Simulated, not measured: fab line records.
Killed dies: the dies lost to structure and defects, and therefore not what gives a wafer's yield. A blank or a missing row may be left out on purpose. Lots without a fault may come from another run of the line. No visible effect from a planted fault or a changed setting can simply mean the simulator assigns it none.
Which tool did it? || flow n5-finfet || 23 lots with 69 wafers sampled at 2 steps, on a route of 1938 steps

== WHAT THE GAUGES SHOWED, per wafer ==
N5_GATE_CUT_INSPECT_15: inspects for defects (brightfield). Usual: raw-defect-count reads 124 (standard deviation 42).
{"lot": "L074", "measured": "day 4 17:17", "on": "defect-inspect-02", "raw-defect-count": "112 141 82", "flag": ""}
{"lot": "L075", "measured": "day 4 19:32", "on": "defect-inspect-02", "raw-defect-count": "83 131 187", "flag": ""}
{"lot": "L076", "measured": "day 5 03:15", "on": "defect-inspect-01", "raw-defect-count": "158 94 119", "flag": ""}
{"lot": "L077", "measured": "day 5 11:32", "on": "defect-inspect-02", "raw-defect-count": "99 118 103", "flag": ""}
{"lot": "L078", "measured": "day 5 20:32", "on": "defect-inspect-02", "raw-defect-count": "142 93 74", "flag": ""}
{"lot": "L079", "measured": "day 5 23:34", "on": "defect-inspect-02", "raw-defect-count": "136 142 115", "flag": ""}
{"lot": "L081", "measured": "day 6 06:06", "on": "defect-inspect-02", "raw-defect-count": "119 104 83", "flag": ""}
{"lot": "L080", "measured": "day 6 08:38", "on": "defect-inspect-01", "raw-defect-count": "106 92 90", "flag": ""}
{"lot": "L082", "measured": "day 6 15:40", "on": "defect-inspect-01", "raw-defect-count": "87 124 114", "flag": ""}
{"lot": "L083", "measured": "day 6 22:44", "on": "defect-inspect-01", "raw-defect-count": "91 142 106", "flag": ""}
{"lot": "L084", "measured": "day 7 01:31", "on": "defect-inspect-01", "raw-defect-count": "94 101 84", "flag": ""}
{"lot": "L086", "measured": "day 7 11:57", "on": "defect-inspect-01", "raw-defect-count": "188 164 154", "flag": ""}
{"lot": "L087", "measured": "day 7 21:11", "on": "defect-inspect-01", "raw-defect-count": "85 112 93", "flag": ""}
{"lot": "L088", "measured": "day 8 01:25", "on": "defect-inspect-01", "raw-defect-count": "140 106 123", "flag": ""}
{"lot": "L089", "measured": "day 8 05:27", "on": "defect-inspect-01", "raw-defect-count": "68 96 77", "flag": ""}
{"lot": "L090", "measured": "day 8 12:13", "on": "defect-inspect-01", "raw-defect-count": "143 143 125", "flag": ""}
{"lot": "L091", "measured": "day 8 20:32", "on": "defect-inspect-02", "raw-defect-count": "71 60 74", "flag": ""}
{"lot": "L092", "measured": "day 9 05:02", "on": "defect-inspect-01", "raw-defect-count": "177 112 223", "flag": ""}
{"lot": "L093", "measured": "day 9 07:43", "on": "defect-inspect-01", "raw-defect-count": "126 123 102", "flag": ""}
{"lot": "L094", "measured": "day 9 14:54", "on": "defect-inspect-01", "raw-defect-count": "232 163 232", "flag": ""}
{"lot": "L095", "measured": "day 9 20:16", "on": "defect-inspect-01", "raw-defect-count": "122 111 158", "flag": ""}
{"lot": "L096", "measured": "day 10 05:42", "on": "defect-inspect-01", "raw-defect-count": "165 218 215", "flag": ""}
{"lot": "L097", "measured": "day 10 10:09", "on": "defect-inspect-01", "raw-defect-count": "109 119 102", "flag": ""}

== TOOL THAT RAN EACH LOT (tool first, then ch and the chambers of the sampled wafers, then the start) ==
{"lot": "L074", "N5_HKMG_FIN_W_FILL_22": "cvd-w-02 ch 0,1, day 4 12:45"}
{"lot": "L075", "N5_HKMG_FIN_W_FILL_22": "cvd-w-02 ch 0,1, day 4 14:55"}
{"lot": "L076", "N5_HKMG_FIN_W_FILL_22": "cvd-w-02 ch 0,1, day 4 22:46"}
{"lot": "L077", "N5_HKMG_FIN_W_FILL_22": "cvd-w-01 ch 0,1, day 5 05:18"}
{"lot": "L078", "N5_HKMG_FIN_W_FILL_22": "cvd-w-02 ch 0,1, day 5 16:01"}
{"lot": "L079", "N5_HKMG_FIN_W_FILL_22": "cvd-w-02 ch 0,1, day 5 18:54"}
{"lot": "L081", "N5_HKMG_FIN_W_FILL_22": "cvd-w-01 ch 0,1, day 6 01:28"}
{"lot": "L080", "N5_HKMG_FIN_W_FILL_22": "cvd-w-02 ch 0,1, day 6 03:53"}
{"lot": "L082", "N5_HKMG_FIN_W_FILL_22": "cvd-w-02 ch 0,1, day 6 10:52"}
{"lot": "L083", "N5_HKMG_FIN_W_FILL_22": "cvd-w-02 ch 0,1, day 6 18:05"}
{"lot": "L084", "N5_HKMG_FIN_W_FILL_22": "cvd-w-02 ch 0,1, day 6 21:01"}
{"lot": "L086", "N5_HKMG_FIN_W_FILL_22": "cvd-w-01 ch 0,1, day 7 07:20"}
{"lot": "L087", "N5_HKMG_FIN_W_FILL_22": "cvd-w-01 ch 0,1, day 7 16:32"}
{"lot": "L088", "N5_HKMG_FIN_W_FILL_22": "cvd-w-02 ch 0,1, day 7 20:49"}
{"lot": "L089", "N5_HKMG_FIN_W_FILL_22": "cvd-w-02 ch 0,1, day 8 00:43"}
{"lot": "L090", "N5_HKMG_FIN_W_FILL_22": "cvd-w-02 ch 0,1, day 8 07:31"}
{"lot": "L091", "N5_HKMG_FIN_W_FILL_22": "cvd-w-02 ch 0,1, day 8 16:04"}
{"lot": "L092", "N5_HKMG_FIN_W_FILL_22": "cvd-w-01 ch 0,1, day 9 00:15"}
{"lot": "L093", "N5_HKMG_FIN_W_FILL_22": "cvd-w-02 ch 0,1, day 9 02:47"}
{"lot": "L094", "N5_HKMG_FIN_W_FILL_22": "cvd-w-02 ch 0,1, day 9 10:05"}
{"lot": "L095", "N5_HKMG_FIN_W_FILL_22": "cvd-w-02 ch 0,1, day 9 15:21"}
{"lot": "L096", "N5_HKMG_FIN_W_FILL_22": "cvd-w-02 ch 0,1, day 10 01:14"}
{"lot": "L097", "N5_HKMG_FIN_W_FILL_22": "cvd-w-02 ch 0,1, day 10 05:02"}
- N5_HKMG_FIN_W_FILL_22: material W, target thk 60 nm, time 18.2 s.

== WHAT THE TOOLS THEMSELVES READ (means of the sampled wafers that have a number; where no wafer has one, the mark that the record gives instead) ==
N5_HKMG_FIN_W_FILL_22. Usual: heater-power-w 856 W, standard deviation 59; throttle-valve-pct 19.1 %, standard deviation 0.83.
{"lot": "L074", "tool": "cvd-w-02", "heater-power-w (W)": 885, "throttle-valve-pct (%)": 19.1, "flag": ""}
{"lot": "L075", "tool": "cvd-w-02", "heater-power-w (W)": 868, "throttle-valve-pct (%)": 19.2, "flag": ""}
{"lot": "L076", "tool": "cvd-w-02", "heater-power-w (W)": 881, "throttle-valve-pct (%)": 19.2, "flag": ""}
{"lot": "L077", "tool": "cvd-w-01", "heater-power-w (W)": 802, "throttle-valve-pct (%)": 19.5, "flag": ""}
{"lot": "L078", "tool": "cvd-w-02", "heater-power-w (W)": 844, "throttle-valve-pct (%)": 18.8, "flag": ""}
{"lot": "L079", "tool": "cvd-w-02", "heater-power-w (W)": 880, "throttle-valve-pct (%)": 19.2, "flag": ""}
{"lot": "L081", "tool": "cvd-w-01", "heater-power-w (W)": 831, "throttle-valve-pct (%)": 18.7, "flag": ""}
{"lot": "L080", "tool": "cvd-w-02", "heater-power-w (W)": 856, "throttle-valve-pct (%)": 18.9, "flag": ""}
{"lot": "L082", "tool": "cvd-w-02", "heater-power-w (W)": 890, "throttle-valve-pct (%)": 19.2, "flag": ""}
{"lot": "L083", "tool": "cvd-w-02", "heater-power-w (W)": 875, "throttle-valve-pct (%)": 19.4, "flag": ""}
{"lot": "L084", "tool": "cvd-w-02", "heater-power-w (W)": 885, "throttle-valve-pct (%)": 19.1, "flag": ""}
{"lot": "L086", "tool": "cvd-w-01", "heater-power-w (W)": 832, "throttle-valve-pct (%)": 19.0, "flag": ""}
{"lot": "L087", "tool": "cvd-w-01", "heater-power-w (W)": 801, "throttle-valve-pct (%)": 19.5, "flag": ""}
{"lot": "L088", "tool": "cvd-w-02", "heater-power-w (W)": 891, "throttle-valve-pct (%)": 19.4, "flag": ""}
{"lot": "L089", "tool": "cvd-w-02", "heater-power-w (W)": 884, "throttle-valve-pct (%)": 19.4, "flag": ""}
{"lot": "L090", "tool": "cvd-w-02", "heater-power-w (W)": 852, "throttle-valve-pct (%)": 18.9, "flag": ""}
{"lot": "L091", "tool": "cvd-w-02", "heater-power-w (W)": 853, "throttle-valve-pct (%)": 18.7, "flag": ""}
{"lot": "L092", "tool": "cvd-w-01", "heater-power-w (W)": 798, "throttle-valve-pct (%)": 19.6, "flag": ""}
{"lot": "L093", "tool": "cvd-w-02", "heater-power-w (W)": 837, "throttle-valve-pct (%)": 18.9, "flag": ""}
{"lot": "L094", "tool": "cvd-w-02", "heater-power-w (W)": 891, "throttle-valve-pct (%)": 19.4, "flag": ""}
{"lot": "L095", "tool": "cvd-w-02", "heater-power-w (W)": 859, "throttle-valve-pct (%)": 19.0, "flag": ""}
{"lot": "L096", "tool": "cvd-w-02", "heater-power-w (W)": 859, "throttle-valve-pct (%)": 18.9, "flag": ""}
{"lot": "L097", "tool": "cvd-w-02", "heater-power-w (W)": 889, "throttle-valve-pct (%)": 19.4, "flag": ""}

== THE ANSWER, worked out from the rows above alone ==
Rule: take the mean of a lot's wafers that have a number; if it is more than 3 standard deviations from the usual mean, the lot is off. Also off: a lot with no number at a reading for which 4 or more lots have one. The other lots that the step has rows for count as sound. After the gauges, taken in route order, come the tools' own readings; for these a lot's mean is taken, as printed above. The first step at which some lot is off is used, and at that step the reading that is off furthest; a lot without a number counts as furthest.
Across all readings shown, no lot is off: no conclusion can be drawn from this.

== WHAT THE SIMULATOR HAD PUT IN ==
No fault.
